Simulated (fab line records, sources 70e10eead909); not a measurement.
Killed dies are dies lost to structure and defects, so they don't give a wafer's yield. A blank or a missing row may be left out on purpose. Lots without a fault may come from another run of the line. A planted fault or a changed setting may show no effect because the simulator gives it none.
fab line records | flow nand_harc
record lots=11 wafers=33 last_day=24
route steps=1159 shown A_STAIRCASE@566 END@1159
lots that met no fault: from a run of the same line without faults
start_h: hours from the record's first day to the start of the lot's first wafer shown | wait_h: hours since the lot's step before | " the same as in the row above | L1.1+2: a row that stands for several wafers | - no value, or no start given | * or withheld: withheld | < > ~ a bound
route shown NAME@n: a module of which the file shows steps, and the number in the route of the first | usual: mean/standard deviation of fault-free wafers | same: alike in all rows | chamber/n: place in a boat | sites: the reading at each site | _std_site: their standard deviation | _edge_site: outer sites' mean less inner sites' | radius_mm: how far each site lies from the wafer's centre | mask NAME#n: copy n | behind: the tool/chamber that last shaped the wafer | hold: why the lot was held/for how many hours/how that ended | device: the transistor (n, p or np) that didn't switch | end of line: the same wafers' tests at the end of the route | a step without rows: its recipe alone | killed: dies lost to structure and defects at the first sort, not the wafer's yield | map: a wafer's dies, x killed, . not, _ none there
set.NAME: the setting as run; set.NAME@STEP: as run at that earlier step | model.NAME: the simulator's own value behind a step, which no gauge read
steps of the route over a sample of lots; a table a step, a row a wafer
services: from which hour (start_h, from the record's first day; less than 0 if before it) a tool's chamber was out of use, for how many hours, and why
## steps
# step NHARC_A_STAIRCASE_STRIP_175
# recipe power_w=1500 temp_c=250 chemistry=O2
# usual drypump_motor_current_A=5.6/0.33 heater_power_w=351/26
# columns lot.wafer tool chamber start_h wait_h drypump_motor_current_A heater_power_w rf_hours_counter_h
L320.1 plasma_asher-02 1 247.92 0.1 5.5 365 17
L320.3 " 0 " " 5.2 323 -
L320.6 " 0 " " 5.3 326 -
L323.1 plasma_asher-02 0 265.97 0.1 5.2 322 23
L323.5 " 0 " " 5.3 322 -
L323.6 " 1 " " 5.4 366 -
L325.1 plasma_asher-02 1 275.96 0.1 5.5 355 28
L325.2 " 0 " " 5.2 334 28
L325.4 " 1 " " 5.4 373 -
L332.1 plasma_asher-02 0 309.32 0.1 5.2 323 41
L332.6 " 1 " " 5.4 370 -
L332.5 " 0 " " 5.3 326 -
L331.2 plasma_asher-02 1 313.38 0.1 5.5 374 41
L331.1 " 0 " " 5.2 333 41
L331.5 " 1 " " 5.4 371 -
L334.2 plasma_asher-01 0 326.69 0.2 6.0 382 12
L334.6 " 0 " " 6.0 394 -
L334.5 " 1 " " 6.1 328 -
L336.2 plasma_asher-02 1 329.44 0.1 5.4 374 48
L336.4 " 1 " " 5.4 372 -
L336.6 " 1 " " 5.5 359 -
L335.2 plasma_asher-01 1 335.40 0.1 6.1 325 16
L335.4 " 1 " " 6.1 321 -
L335.5 " 0 " " 5.9 384 -
L340.1 plasma_asher-01 1 362.46 1.0 6.1 329 24
L340.3 " 1 " " 6.1 324 -
L340.6 " 0 " " 6.0 374 -
L341.1 plasma_asher-02 1 369.81 0.2 5.5 348 0
L341.4 " 0 " " 5.2 331 -
L341.5 " 0 " " 5.3 337 -
L342.4 plasma_asher-01 1 373.79 0.2 6.1 317 -
L342.3 " 0 " " 5.9 378 -
L342.6 " 1 " " 6.1 319 -
# step NHARC_A_STAIRCASE_TRIM_191
# recipe time_s=211.2 o2_flow_sccm=500 ar_flow_sccm=0 bias_w=0 chemistry=O2
# usual chamber_pressure_mTorr=60.00/0.05 drypump_motor_current_A=5.7/0.38 oes_product_au=0.996/0.013 rf_vpp_V=58.0/0.82 showerhead_plenum_p_Torr=3.61/0.14 throttle_valve_pct=17.034/0.0085
# same bias_w=0
# columns lot.wafer tool chamber start_h wait_h chamber_pressure_mTorr drypump_motor_current_A oes_product_au rf_hours_counter_h rf_vpp_V showerhead_plenum_p_Torr throttle_valve_pct
L320.3 rie_diel-07 1 - - 59.99 5.9 0.980 5 57.7 3.57 17.030
L320.1 " 2 " " 60.08 6.3 0.982 5 57.0 3.81 17.025
L320.6 " 0 " " 60.01 5.3 0.985 - 58.0 3.72 17.042
L323.1 rie_diel-13 1 - - 60.01 6.1 0.999 61 58.4 3.53 17.025
L323.5 " 1 " " 60.03 6.1 1.005 - 58.0 3.53 17.036
L323.6 " 2 " " 59.97 5.4 0.987 - 56.6 3.48 17.039
L325.2 rie_diel-07 3 - - 59.98 5.8 1.016 17 57.6 3.60 17.035
L325.4 " 0 " " 59.90 5.3 0.995 17 59.6 3.71 17.060
L325.1 " 1 " " 59.91 5.9 0.985 15 58.0 3.57 17.032
L332.1 rie_diel-07 3 - - 60.03 5.8 1.017 29 57.3 3.59 17.027
L332.5 " 2 " " 59.90 6.3 0.968 - 58.2 3.79 17.038
L332.6 " 3 " " 59.97 5.8 1.008 - 57.4 3.59 17.034
L331.1 rie_diel-07 1 - - 59.97 5.9 0.991 28 57.8 3.56 17.044
L331.2 " 2 " " 60.07 6.3 0.982 30 58.7 3.79 17.051
L331.5 " 2 " " 60.06 6.3 0.986 - 59.4 3.79 17.023
L334.2 rie_diel-07 1 - - 60.02 5.9 0.987 33 58.2 3.56 17.024
L334.5 " 3 " " 59.96 5.8 1.023 - 57.9 3.59 17.050
L334.6 " 0 " " 60.01 5.3 1.001 - 58.1 3.70 17.032
L336.2 rie_diel-13 3 - - 59.96 5.5 0.996 18 56.9 3.29 17.038
L336.6 " 3 " " 59.95 5.5 1.003 - 56.4 3.29 17.037
L336.4 " 0 " " 60.01 5.9 0.976 - 60.2 3.80 17.033
L335.4 rie_diel-06 0 - - 59.98 5.7 1.000 32 58.0 3.59 17.031
L335.2 " 3 " " 60.02 4.9 1.005 31 57.1 3.67 17.021
L335.5 " 0 " " 59.98 5.6 0.997 - 57.0 3.59 17.036
L340.3 rie_diel-07 3 - - 60.06 5.8 1.025 48 57.0 3.58 17.041
L340.1 " 0 " " 60.02 5.3 0.990 46 58.0 3.69 17.046
L340.6 " 0 " " 60.01 5.3 0.999 - 57.2 3.69 17.032
L341.1 rie_diel-07 1 - - 60.01 5.9 0.996 51 58.1 3.55 17.034
L341.4 " 3 " " 60.08 5.8 1.018 51 59.2 3.58 17.048
L341.5 " 0 " " 60.00 5.3 0.996 - 59.6 3.69 17.042
L342.3 rie_diel-13 3 - - 60.03 5.5 0.994 34 57.1 3.28 17.035
L342.4 " 0 " " 60.02 5.9 0.994 36 58.8 3.79 17.050
L342.6 " 0 " " 59.99 5.9 0.990 - 57.0 3.79 17.035
# step NHARC_A_STAIRCASE_TRIM_196
# recipe time_s=211.2 o2_flow_sccm=500 ar_flow_sccm=0 bias_w=0 chemistry=O2
# usual bias_w=0/0 chamber_pressure_mTorr=60.00/0.047 drypump_motor_current_A=5.7/0.39 oes_product_au=0.994/0.013 rf_vpp_V=58.0/0.92 showerhead_plenum_p_Torr=3.60/0.14 throttle_valve_pct=17.036/0.0088
# columns lot.wafer tool chamber start_h wait_h bias_w chamber_pressure_mTorr drypump_motor_current_A oes_product_au rf_hours_counter_h rf_vpp_V showerhead_plenum_p_Torr throttle_valve_pct
L320.3 rie_diel-07 1 251.49 0.1 0 60.00 5.9 0.993 6 60.9 3.57 17.036
L320.1 " 3 " " 0 59.93 5.8 1.006 5 58.1 3.61 17.032
L320.6 " 1 " " 0 60.01 5.9 0.991 - 58.1 3.57 17.025
L323.1 rie_diel-07 3 269.05 0.1 0 60.01 5.8 1.025 13 57.1 3.60 17.040
L323.6 " 0 " " 0 59.93 5.3 0.994 - 58.7 3.71 17.034
L323.5 " 1 " " 0 60.03 5.9 0.987 - 57.1 3.57 17.033
L325.1 rie_diel-07 1 278.68 0.1 0 59.98 5.8 0.991 16 56.9 3.57 17.036
L325.2 " 2 " " 0 59.98 6.3 0.972 16 57.8 3.80 17.037
L325.4 " 3 " " 0 59.97 5.8 1.023 17 56.3 3.60 17.040
L332.1 rie_diel-13 1 312.07 0.1 0 60.01 6.1 0.973 8 57.8 3.52 17.032
L332.5 " 3 " " 0 59.91 5.5 0.993 - 57.8 3.29 17.023
L332.6 " 0 " " 0 59.99 5.9 0.994 - 58.8 3.80 17.027
L331.2 rie_diel-07 2 316.03 0.1 0 59.97 6.3 0.975 30 58.0 3.79 17.033
L331.1 " 3 " " 0 60.05 5.8 1.016 31 57.0 3.59 17.032
L331.5 " 2 " " 0 59.93 6.3 0.968 - 59.0 3.79 17.044
L334.2 rie_diel-07 1 329.74 0.1 0 60.06 5.8 0.987 34 59.1 3.56 17.041
L334.6 " 3 " " 0 59.99 5.8 1.016 - 57.9 3.59 17.034
L334.5 " 0 " " 0 60.02 5.3 1.011 - 58.6 3.70 17.045
L336.4 rie_diel-07 3 332.26 0.1 - - - - - - - -
L336.2 " 0 " " - - - - - - - -
L336.6 " 0 " " - - - - - - - -
L335.2 rie_diel-06 3 338.11 0.1 - - - - - - - -
L335.5 " 1 " " - - - - - - - -
L335.4 " 2 " " - - - - - - - -
L340.3 rie_diel-07 0 365.07 0.1 0 59.94 5.3 1.002 46 58.2 3.69 17.035
L340.1 " 2 " " 0 60.05 6.3 0.994 50 58.3 3.78 17.029
L340.6 " 0 " " 0 60.01 5.3 0.998 - 59.0 3.69 17.023
L341.1 rie_diel-07 1 372.75 0.1 0 60.03 5.8 0.997 51 58.8 3.55 17.034
L341.4 " 3 " " 0 59.92 5.7 1.024 51 57.1 3.58 17.030
L341.5 " 1 " " 0 59.98 5.9 1.000 - 58.1 3.55 17.041
L342.3 rie_diel-13 0 376.35 0.1 0 59.95 5.9 1.003 36 58.7 3.79 17.031
L342.4 " 2 " " 0 60.00 5.3 0.989 23 57.7 3.46 17.025
L342.6 " 0 " " 0 60.06 5.9 0.994 - 60.2 3.79 17.022
# step NHARC_A_STAIRCASE_TRIM_200
# recipe time_s=211.2 o2_flow_sccm=500 ar_flow_sccm=0 bias_w=0 chemistry=O2
# usual chamber_pressure_mTorr=60.00/0.059 drypump_motor_current_A=5.6/0.38 oes_product_au=0.994/0.013 rf_vpp_V=58.0/0.94 showerhead_plenum_p_Torr=3.59/0.14 throttle_valve_pct=17.037/0.0082
# same bias_w=0
# columns lot.wafer tool chamber start_h wait_h chamber_pressure_mTorr drypump_motor_current_A oes_product_au rf_hours_counter_h rf_vpp_V showerhead_plenum_p_Torr throttle_valve_pct
L320.3 rie_diel-07 0 - - 59.98 5.3 0.983 6 59.3 3.72 17.048
L320.1 " 1 " " 60.03 5.9 0.987 6 58.4 3.57 17.032
L320.6 " 3 " " 60.02 5.8 1.011 - 56.7 3.60 17.040
L323.1 rie_diel-07 0 - - 60.06 5.3 0.990 13 60.1 3.71 17.031
L323.5 " 3 " " 60.01 5.7 1.021 - 58.2 3.60 17.031
L323.6 " 0 " " 59.91 5.3 0.998 - 58.6 3.71 17.040
L325.4 rie_diel-07 1 - - 60.09 5.9 0.979 16 57.2 3.57 17.035
L325.1 " 3 " " 59.94 5.7 1.018 18 57.2 3.60 17.025
L325.2 " 0 " " 60.07 5.3 1.003 18 57.7 3.71 17.030
L332.1 rie_diel-13 3 - - 59.99 5.5 1.001 7 56.1 3.29 17.044
L332.6 " 3 " " 60.07 5.5 0.999 - 56.1 3.29 17.047
L332.5 " 0 " " 59.97 5.9 0.992 - 59.3 3.80 17.032
L331.2 rie_diel-07 0 - - 59.99 5.3 1.005 30 57.5 3.70 17.033
L331.1 " 1 " " 59.90 5.9 0.982 29 56.6 3.56 17.047
L331.5 " 0 " " 60.04 5.3 1.005 - 60.2 3.70 17.023
L334.2 rie_diel-07 2 - - 60.00 6.3 0.978 35 58.8 3.79 17.029
L334.5 " 0 " " 60.03 5.3 1.003 - 58.4 3.70 17.036
L334.6 " 1 " " 60.03 5.9 0.986 - 58.6 3.56 17.029
L336.4 rie_diel-07 3 - - 59.93 5.8 1.024 36 58.0 3.59 17.040
L336.2 " 0 " " 59.98 5.3 1.009 35 58.2 3.70 17.034
L336.6 " 3 " " 60.04 5.8 1.026 - 59.1 3.59 17.037
L335.2 rie_diel-06 2 - - 59.88 5.5 1.004 29 57.8 3.69 17.038
L335.5 " 1 " " 60.06 5.7 0.990 - 56.9 3.43 17.041
L335.4 " 3 " " 60.00 4.8 0.995 - 58.5 3.67 17.036
L340.3 rie_diel-07 0 - - 59.99 5.3 0.997 46 59.5 3.69 17.028
L340.1 " 2 " " 59.92 6.3 0.988 50 57.9 3.78 17.044
L340.6 " 3 " " 59.93 5.8 1.024 - 56.7 3.58 17.045
L341.4 rie_diel-07 2 - - 60.02 6.3 0.981 53 58.2 3.78 17.034
L341.1 " 3 " " 59.90 5.8 1.017 51 58.5 3.58 17.036
L341.5 " 3 " " 60.03 5.8 1.018 - 58.4 3.58 17.040
L342.4 rie_diel-13 2 - - 60.05 5.4 0.995 23 58.5 3.46 17.043
L342.3 " 3 " " 60.07 5.5 1.008 34 57.0 3.28 17.037
L342.6 " 2 " " 60.06 5.3 0.999 - 57.2 3.46 17.036
# step NHARC_END_SORT_01
# recipe temp_c=25
# usual killed_at_array=25/7.8 killed_at_other=0.6/0.81 killed_at_periphery=3.3/2.2 killed_dies=29/8.2 killed_open=3.5/1.9 killed_short=1.8/1.3
# same gross_dies=677
# columns lot.wafer tool chamber start_h wait_h hold killed_at_array killed_at_other killed_at_periphery killed_dies killed_open killed_short
L320.1 prober-01 0 446.22 2.5 - 34 1 1 36 5 2
L320.3 prober-01 0 447.82 3.1 - 28 0 5 33 3 2
L320.6 prober-01 0 450.23 4.0 - 33 0 0 33 4 1
L323.1 prober-02 0 471.25 2.5 - 35 0 3 38 6 1
L323.5 prober-02 0 474.44 3.7 - 33 1 0 34 4 1
L323.6 prober-02 0 475.24 4.0 - 38 3 1 42 2 2
L325.1 prober-01 0 478.92 2.5 - 32 0 3 35 3 0
L325.2 prober-01 0 479.72 2.8 - 21 0 4 25 3 4
L325.4 prober-01 0 481.33 3.4 - 36 0 6 42 8 4
L332.1 prober-01 0 502.73 2.5 - 17 1 5 23 8 2
L332.5 prober-01 0 505.96 3.7 - 18 0 7 25 3 2
L332.6 prober-01 0 506.77 4.0 - 26 0 0 26 3 1
L331.1 prober-02 0 505.90 2.5 - 25 0 5 30 6 1
L331.2 prober-02 0 506.70 2.8 - 19 0 2 21 2 2
L331.5 prober-02 0 509.10 3.7 - 33 0 1 34 5 2
L334.2 prober-01 0 539.86 2.8 - 36 0 5 41 5 0
L334.5 prober-01 0 542.26 3.7 - 27 0 1 28 3 2
L334.6 prober-01 0 543.06 4.0 - 40 1 6 47 6 2
L335.2 prober-01 0 547.71 2.8 await_dispo/3.7h/scrap 673 1 3 677 6 0
L335.4 prober-01 0 549.32 3.4 await_dispo/3.7h/scrap 672 1 4 677 5 4
L335.5 prober-01 0 550.13 3.7 await_dispo/3.7h/scrap 675 1 1 677 1 0
L336.2 prober-02 0 549.13 2.8 await_dispo/2.1h/scrap 675 0 2 677 6 1
L336.4 prober-02 0 550.72 3.4 await_dispo/2.1h/scrap 673 1 3 677 2 3
L336.6 prober-02 0 552.32 4.0 await_dispo/2.1h/scrap 676 0 1 677 5 2
L340.1 prober-01 0 557.02 2.5 - 28 0 3 31 2 2
L340.3 prober-01 0 558.60 3.1 - 18 1 0 19 2 2
L340.6 prober-01 0 560.95 3.9 - 21 0 3 24 6 1
L341.1 prober-02 0 574.51 2.5 - 31 0 2 33 4 1
L341.4 prober-02 0 576.93 3.4 - 40 1 1 42 1 3
L341.5 prober-02 0 577.74 3.7 - 40 0 5 45 8 1
L342.3 prober-01 0 576.06 3.1 - 25 0 7 32 4 0
L342.4 prober-01 0 576.86 3.4 - 31 0 7 38 3 2
L342.6 prober-01 0 578.45 4.0 - 22 0 7 29 2 2
# killed by level:class
L320.1 A_SLIT:chamber_film_flake=10 A_CHANNEL_HOLE_D1:chamber_film_flake=8 A_CONTACT:chamber_film_flake=5 A_CONTACT:geometric_particle:open=2 A_STAIRCASE:chamber_film_flake=2 A_WL_FILL:chamber_film_flake=2 A_CHANNEL_HOLE_D1:geometric_particle:short=1 A_CHANNEL_FILL_D1:geometric_particle:short=1
L320.3 A_CHANNEL_HOLE_D1:chamber_film_flake=8 A_SLIT:chamber_film_flake=8 A_CONTACT:chamber_film_flake=3 P_M0:geometric_particle:open=2 P_ZERO_WELL:chamber_film_flake=2 A_STAIRCASE:chamber_film_flake=2 A_SGD_CUT:chamber_film_flake=2 A_SOURCE_PLATE:geometric_particle:short=1
L320.6 A_CHANNEL_HOLE_D1:chamber_film_flake=15 A_SLIT:chamber_film_flake=9 A_WL_FILL:chamber_film_flake=3 A_CONTACT:geometric_particle:open=2 A_SOURCE_PLATE:geometric_particle:open=1 A_CONTACT:geometric_particle:short=1 A_BLC:geometric_particle:open=1 A_CONTACT:chamber_film_flake=1
L323.1 A_SLIT:chamber_film_flake=13 A_CHANNEL_HOLE_D1:chamber_film_flake=8 A_CONTACT:chamber_film_flake=6 A_STAIRCASE:chamber_film_flake=2 A_WL_FILL:chamber_film_flake=2 P_STI:geometric_particle:open=1 P_GATE:geometric_particle:open=1 P_M0:geometric_particle:open=1
L323.5 A_SLIT:chamber_film_flake=13 A_CHANNEL_HOLE_D1:chamber_film_flake=8 A_CONTACT:chamber_film_flake=4 A_STAIRCASE:chamber_film_flake=3 A_CONTACT:geometric_particle:open=2 A_ONON_D1:geometric_particle:open=1 A_WL_FILL:geometric_particle:short=1 A_WL_FILL:geometric_particle:open=1
L323.6 A_CHANNEL_HOLE_D1:chamber_film_flake=14 A_SLIT:chamber_film_flake=9 A_CONTACT:chamber_film_flake=9 THIN_TSV:chamber_film_flake=3 A_WL_FILL:chamber_film_flake=2 P_CONTACT:geometric_particle:open=1 A_WL_FILL:geometric_particle:short=1 A_CONTACT:geometric_particle:short=1
L325.1 A_SLIT:chamber_film_flake=14 A_CHANNEL_HOLE_D1:chamber_film_flake=10 A_ZERO_WELL:chamber_film_flake=3 A_CONTACT:chamber_film_flake=3 P_ZERO_WELL:chamber_film_flake=2 P_GATE:geometric_particle:open=1 A_CHANNEL_HOLE_D1:geometric_particle:open=1 A_CONTACT:geometric_particle:open=1
L325.2 A_SLIT:chamber_film_flake=8 A_CHANNEL_HOLE_D1:chamber_film_flake=6 P_CONTACT:geometric_particle:open=1 P_M2:geometric_particle:open=1 A_SOURCE_PLATE:geometric_particle:short=1 A_ONON_D1:geometric_particle:short=1 A_CHANNEL_FILL_D1:geometric_particle:short=1 A_CHANNEL_FILL_D1:geometric_particle:open=1
L325.4 A_CHANNEL_HOLE_D1:chamber_film_flake=15 A_SLIT:chamber_film_flake=7 P_M0:geometric_particle:open=2 A_ONON_D1:geometric_particle:short=2 A_CHANNEL_FILL_D1:geometric_particle:short=2 A_BLC:geometric_particle:open=2 A_ZERO_WELL:chamber_film_flake=2 A_STAIRCASE:chamber_film_flake=2
L332.1 A_CHANNEL_HOLE_D1:chamber_film_flake=8 A_CONTACT:geometric_particle:open=3 P_ZERO_WELL:chamber_film_flake=2 P_GATE:chamber_film_flake=2 P_M0:geometric_particle:open=1 A_CHANNEL_FILL_D1:geometric_particle:open=1 A_CHANNEL_FILL_D1:geometric_particle:short=1 A_WL_FILL:geometric_particle:short=1
L331.1 A_SLIT:chamber_film_flake=9 A_CHANNEL_HOLE_D1:chamber_film_flake=5 P_CONTACT:geometric_particle:open=2 P_GATE:chamber_film_flake=2 A_ZERO_WELL:chamber_film_flake=2 A_STAIRCASE:chamber_film_flake=2 A_CONTACT:chamber_film_flake=2 P_CONTACT:geometric_particle:short=1
L332.5 A_CHANNEL_HOLE_D1:chamber_film_flake=12 P_ZERO_WELL:chamber_film_flake=7 A_CHANNEL_FILL_D1:geometric_particle:short=1 A_WL_FILL:geometric_particle:short=1 A_CONTACT:geometric_particle:open=1 A_BLC:geometric_particle:open=1 A_M0:geometric_particle:open=1 A_CONTACT:chamber_film_flake=1
L331.2 A_SLIT:chamber_film_flake=10 A_CONTACT:chamber_film_flake=5 A_CHANNEL_HOLE_D1:chamber_film_flake=2 P_CONTACT:geometric_particle:short=1 P_M0:geometric_particle:short=1 A_CHANNEL_HOLE_D1:geometric_particle:open=1 A_SGD_CUT:geometric_particle:open=1
L332.6 A_CHANNEL_HOLE_D1:chamber_film_flake=19 A_CHANNEL_FILL_D1:geometric_particle:short=1 A_CONTACT:geometric_particle:open=1 A_BLC:geometric_particle:open=1 A_M0:geometric_particle:open=1 A_STAIRCASE:chamber_film_flake=1 A_SLIT:chamber_film_flake=1 A_CONTACT:chamber_film_flake=1
L331.5 A_SLIT:chamber_film_flake=14 A_CONTACT:chamber_film_flake=6 A_CHANNEL_HOLE_D1:chamber_film_flake=3 A_STAIRCASE:chamber_film_flake=3 A_M0:geometric_particle:open=2 A_M0:geometric_particle:short=2 P_CONTACT:geometric_particle:open=1 A_CONTACT:geometric_particle:open=1
L334.2 A_CHANNEL_HOLE_D1:chamber_film_flake=14 A_SLIT:chamber_film_flake=8 P_M1:chamber_film_flake=5 A_CONTACT:geometric_particle:open=4 A_CONTACT:chamber_film_flake=3 A_ZERO_WELL:chamber_film_flake=2 A_WL_FILL:chamber_film_flake=2 A_SGD_CUT:geometric_particle:open=1
L334.5 A_SLIT:chamber_film_flake=13 A_CHANNEL_HOLE_D1:chamber_film_flake=8 A_WL_FILL:geometric_particle:short=2 A_CONTACT:chamber_film_flake=2 P_GATE:geometric_particle:open=1 A_BLC:geometric_particle:open=1 A_M1:geometric_particle:open=1
L334.6 A_CHANNEL_HOLE_D1:chamber_film_flake=17 A_SLIT:chamber_film_flake=12 P_M1:chamber_film_flake=5 A_WL_FILL:geometric_particle:short=2 A_ZERO_WELL:chamber_film_flake=2 A_CONTACT:chamber_film_flake=2 P_M1:geometric_particle:open=1 A_CHANNEL_HOLE_D1:geometric_particle:open=1
L335.2 A_STAIRCASE:area_trim=644 A_SLIT:chamber_film_flake=14 A_CHANNEL_HOLE_D1:chamber_film_flake=6 A_CONTACT:geometric_particle:open=3 P_ZERO_WELL:chamber_film_flake=3 A_CHANNEL_FILL_D1:geometric_particle:open=2 A_WL_FILL:geometric_particle:open=1 A_WL_FILL:chamber_film_flake=1
L336.2 A_STAIRCASE:area_trim=659 A_CHANNEL_HOLE_D1:chamber_film_flake=4 A_M0:chamber_film_flake=4 A_CONTACT:geometric_particle:open=2 A_CONTACT:chamber_film_flake=2 P_CONTACT:geometric_particle:open=1 P_M0:geometric_particle:open=1 A_WL_FILL:geometric_particle:open=1
L335.4 A_STAIRCASE:area_trim=645 A_SLIT:chamber_film_flake=11 A_CHANNEL_HOLE_D1:chamber_film_flake=5 A_CONTACT:geometric_particle:open=2 A_CONTACT:chamber_film_flake=2 A_M0:chamber_film_flake=2 P_CONTACT:geometric_particle:short=1 P_CONTACT:geometric_particle:open=1
L335.5 A_STAIRCASE:area_trim=635 A_SLIT:chamber_film_flake=17 A_CONTACT:chamber_film_flake=9 A_CHANNEL_HOLE_D1:chamber_film_flake=8 A_CHANNEL_FILL_D1:chamber_film_flake=2 A_STAIRCASE:chamber_film_flake=2 A_CONTACT:geometric_particle:open=1 P_GATE:chamber_film_flake=1
L336.4 A_STAIRCASE:area_trim=660 A_CONTACT:chamber_film_flake=3 A_CHANNEL_HOLE_D1:chamber_film_flake=3 A_M0:chamber_film_flake=3 A_CHANNEL_FILL_D1:geometric_particle:short=2 P_CONTACT:chamber_film_flake=2 P_M0:geometric_particle:open=1 A_BLC:geometric_particle:short=1
L336.6 A_STAIRCASE:area_trim=657 A_CHANNEL_HOLE_D1:chamber_film_flake=6 A_ONON_D1:geometric_particle:open=3 A_M0:chamber_film_flake=3 P_M0:geometric_particle:open=1 A_SGD_CUT:geometric_particle:open=1 A_WL_FILL:geometric_particle:short=1 A_CONTACT:geometric_particle:short=1
L340.1 A_CONTACT:chamber_film_flake=11 A_CHANNEL_HOLE_D1:chamber_film_flake=9 A_STAIRCASE:chamber_film_flake=6 P_M1:geometric_particle:open=1 P_M1:geometric_particle:short=1 A_CONTACT:geometric_particle:open=1 A_M1:geometric_particle:short=1 P_BONDPAD:chamber_film_flake=1
L340.3 A_CONTACT:chamber_film_flake=8 A_CHANNEL_HOLE_D1:chamber_film_flake=4 A_CHANNEL_HOLE_D1:geometric_particle:open=1 A_CHANNEL_FILL_D1:geometric_particle:short=1 A_SGD_CUT:geometric_particle:short=1 STARTING-WAFER:geometric_particle:open=1 A_ZERO_WELL:chamber_film_flake=1 A_STAIRCASE:chamber_film_flake=1
L340.6 A_CONTACT:chamber_film_flake=10 A_STAIRCASE:chamber_film_flake=4 A_CHANNEL_HOLE_D1:chamber_film_flake=2 P_GATE:geometric_particle:short=1 P_M0:geometric_particle:open=1 P_M1:geometric_particle:open=1 A_CHANNEL_FILL_D1:geometric_particle:open=1 A_WL_FILL:geometric_particle:open=1
L341.1 A_SLIT:chamber_film_flake=14 A_CHANNEL_HOLE_D1:chamber_film_flake=4 A_STAIRCASE:chamber_film_flake=4 A_CONTACT:chamber_film_flake=4 A_CONTACT:geometric_particle:open=2 P_CONTACT:geometric_particle:open=1 A_SOURCE_PLATE:geometric_particle:open=1 A_CHANNEL_FILL_D1:geometric_particle:short=1
L342.3 A_CHANNEL_HOLE_D1:chamber_film_flake=6 A_STAIRCASE:chamber_film_flake=6 A_M1:chamber_film_flake=5 A_CONTACT:chamber_film_flake=5 P_STI:chamber_film_flake=4 P_CONTACT:geometric_particle:open=2 A_CONTACT:geometric_particle:open=1 A_BLC:geometric_particle:open=1
L342.4 A_CHANNEL_HOLE_D1:chamber_film_flake=13 A_CONTACT:chamber_film_flake=8 P_STI:chamber_film_flake=4 A_STAIRCASE:chamber_film_flake=3 A_M1:chamber_film_flake=3 A_CONTACT:geometric_particle:short=2 P_GATE:geometric_particle:open=1 P_CONTACT:geometric_particle:open=1
L341.4 A_SLIT:chamber_film_flake=16 A_CHANNEL_HOLE_D1:chamber_film_flake=10 A_CONTACT:chamber_film_flake=9 P_CONTACT:geometric_particle:open=1 A_ONON_D1:geometric_particle:short=1 A_WL_FILL:geometric_particle:short=1 A_M0:geometric_particle:short=1 A_ZERO_WELL:chamber_film_flake=1
L341.5 A_SLIT:chamber_film_flake=19 A_CHANNEL_HOLE_D1:chamber_film_flake=10 P_GATE:geometric_particle:open=2 P_M0:geometric_particle:open=2 A_CONTACT:geometric_particle:open=2 A_STAIRCASE:chamber_film_flake=2 A_CONTACT:chamber_film_flake=2 A_CHANNEL_FILL_D1:geometric_particle:short=1
L342.6 A_CHANNEL_HOLE_D1:chamber_film_flake=11 P_STI:chamber_film_flake=7 A_CONTACT:chamber_film_flake=2 A_M1:chamber_film_flake=2 A_CHANNEL_FILL_D1:geometric_particle:open=1 A_SGD_CUT:geometric_particle:short=1 A_SGD_CUT:geometric_particle:open=1 A_CONTACT:geometric_particle:short=1
## services
# columns tool chamber start_h hours kind
rie_diel-06 2 225.22 6.5 repair
rie_diel-07 - 228.74 9.0 pm
rie_diel-07 0 228.74 9.0 vent_cycle
rie_diel-07 1 228.74 9.0 vent_cycle
rie_diel-07 2 228.74 9.0 vent_cycle
rie_diel-07 3 228.74 9.0 vent_cycle
rie_diel-07 0 237.74 - clean
rie_diel-07 1 237.74 - clean
rie_diel-07 2 237.74 - clean
rie_diel-07 2 237.74 - consumable_replace:focus_ring
rie_diel-07 2 237.74 - consumable_replace:showerhead
rie_diel-07 3 237.74 - clean
rie_diel-06 2 239.20 17.2 repair
rie_diel-06 - 241.58 9.0 pm
rie_diel-07 0 262.39 - clean
rie_diel-13 - 276.13 9.0 pm
plasma_asher-01 - 276.40 9.0 pm
rie_diel-13 2 286.64 8.8 repair
rie_diel-06 1 303.21 7.4 repair
rie_diel-07 1 304.31 1.4 repair
rie_diel-06 - 323.32 2.1 repair
rie_diel-07 - 325.65 0.8 repair
rie_diel-06 0 338.06 2.3 repair
plasma_asher-02 - 360.32 9.0 pm
## key
first_sign step=NHARC_A_STAIRCASE_TRIM_196 reading=tool_record direction=missing
effect step=NHARC_END_SORT_01 reading=killed_at_array direction=up sigmas=83 usual=25 struck=674
more_kills_born_at NHARC_A_STAIRCASE_TRIM_196@rie_diel-07=1976 NHARC_A_STAIRCASE_TRIM_196@rie_diel-06=1924
met_at NHARC_A_STAIRCASE_TRIM_196
struck_lots L335,L336
later_rows_left_out L335.2,L335.4,L335.5,L336.2,L336.4,L336.6
tester_left_out L335,L336
not_acting_at NHARC_A_STAIRCASE_STRIP_175,NHARC_A_STAIRCASE_TRIM_191,NHARC_A_STAIRCASE_TRIM_200
onset_between 329.74 332.26
fault kind=skipped_step_whole tool=rie_diel-06,rie_diel-07 chamber=- onset_h=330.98 steps=NHARC_A_STAIRCASE_TRIM_196 scope=struck_lots_only
# tester_left_out: of these lots the tester's yield and bins aren't shown, on N5 and GAA mostly nor the transistor test; their killed dies are dies lost to structure and defects alone, not to doping, threshold or leakage, so they don't give the yield
# later_rows_left_out: the simulator's readings of these wafers behind a module that went badly wrong aren't trusted and aren't shown, but for the sort
